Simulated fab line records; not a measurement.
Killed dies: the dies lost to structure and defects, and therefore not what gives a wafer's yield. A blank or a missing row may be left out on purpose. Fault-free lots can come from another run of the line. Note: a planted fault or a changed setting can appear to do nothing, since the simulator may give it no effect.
Commonality check across tools    flow nandHarc    6 wafers sampled across 2 lots

== REASON IT WAS OPENED ==
On 2 of the 2 lots, a flag is raised at NHARC_END_SORT_01 on the reading killedAtOther. No-fault wafers: 0.7, standard deviation 1.2.
Rule: a lot is flagged when every wafer of it that has a number lies more than 4 standard deviations from that mean, or none has a number. As for the other lots, they are considered sound.

lot   measured      on         killedAtOther, wafer by wafer  flag
L567  day 32 23:24  prober-02  95 91 88                       FLAGGED
L572  day 33 07:10  prober-01  95 91 95                       FLAGGED
Average over the flagged lots: 92.5; offset from the usual +91.8, equal to +76 standard deviations.

== WHICH TOOL EACH LOT WENT THROUGH ==
The record holds 4 process steps before the reading, out of a route of 1302 steps. Each cell gives the tool, then ch followed by the chambers the sampled wafers passed through, then the start.
lot   flag     NHARC_THIN_TSV_DEP_43          NHARC_THIN_TSV_DESCUM_14           NHARC_THIN_TSV_ETCH_44             NHARC_THIN_TSV_CMP_21
L567  FLAGGED  pecvd-01 ch 0,2, day 32 06:53  rieDiel-11 ch 0,2,3, day 32 07:41  rieDiel-11 ch 0,1,2, day 32 07:55  cmp-02 ch 0,3, day 32 11:52
L572  FLAGGED  pecvd-01 ch 0,1, day 32 09:11  rieDiel-10 ch 0,2,3, day 32 10:12  rieDiel-10 ch 2,3, day 32 10:16    cmp-03 ch 2,3, day 32 14:20
These steps, and what they do:
- NHARC_THIN_TSV_DEP_43: deposits SiO2, target thk 1328.5 nm.
- NHARC_THIN_TSV_DESCUM_14: chemistry O2, time 3 s.
- NHARC_THIN_TSV_ETCH_44: etches the open film in CF4/O2, target depth 1594.2 nm, time 797.1 s.
- NHARC_THIN_TSV_CMP_21: polishes, t overpolish 30 s, target thk 2000 nm.
- NHARC_END_SORT_01

== FLAGGED AGAINST TOTAL, ONE TOOL AT A TIME (gauges that did the reading follow at the end) ==
step                      tool        lots run  flagged  share of the flagged lots  sound lots run after its first flagged lot
NHARC_THIN_TSV_DEP_43     pecvd-01    2         2        all                        0
NHARC_THIN_TSV_DESCUM_14  rieDiel-10  1         1        some                       0
NHARC_THIN_TSV_DESCUM_14  rieDiel-11  1         1        some                       0
NHARC_THIN_TSV_ETCH_44    rieDiel-10  1         1        some                       0
NHARC_THIN_TSV_ETCH_44    rieDiel-11  1         1        some                       0
NHARC_THIN_TSV_CMP_21     cmp-02      1         1        some                       0
NHARC_THIN_TSV_CMP_21     cmp-03      1         1        some                       0
NHARC_END_SORT_01         prober-01   1         1        some                       0
NHARC_END_SORT_01         prober-02   1         1        some                       0

== WHAT THE TABLE ALLOWS ==
In the table, 1 row covers all flagged lots: pecvd-01 at NHARC_THIN_TSV_DEP_43.
- pecvd-01 at NHARC_THIN_TSV_DEP_43 ran 2 lots, 2 of them flagged. With no sound lot run before its first flagged lot in this sample, there is nothing to narrow down the start.
Just one tool remains: pecvd-01 at NHARC_THIN_TSV_DEP_43.

== WHAT THE SIMULATOR PUT IN ==
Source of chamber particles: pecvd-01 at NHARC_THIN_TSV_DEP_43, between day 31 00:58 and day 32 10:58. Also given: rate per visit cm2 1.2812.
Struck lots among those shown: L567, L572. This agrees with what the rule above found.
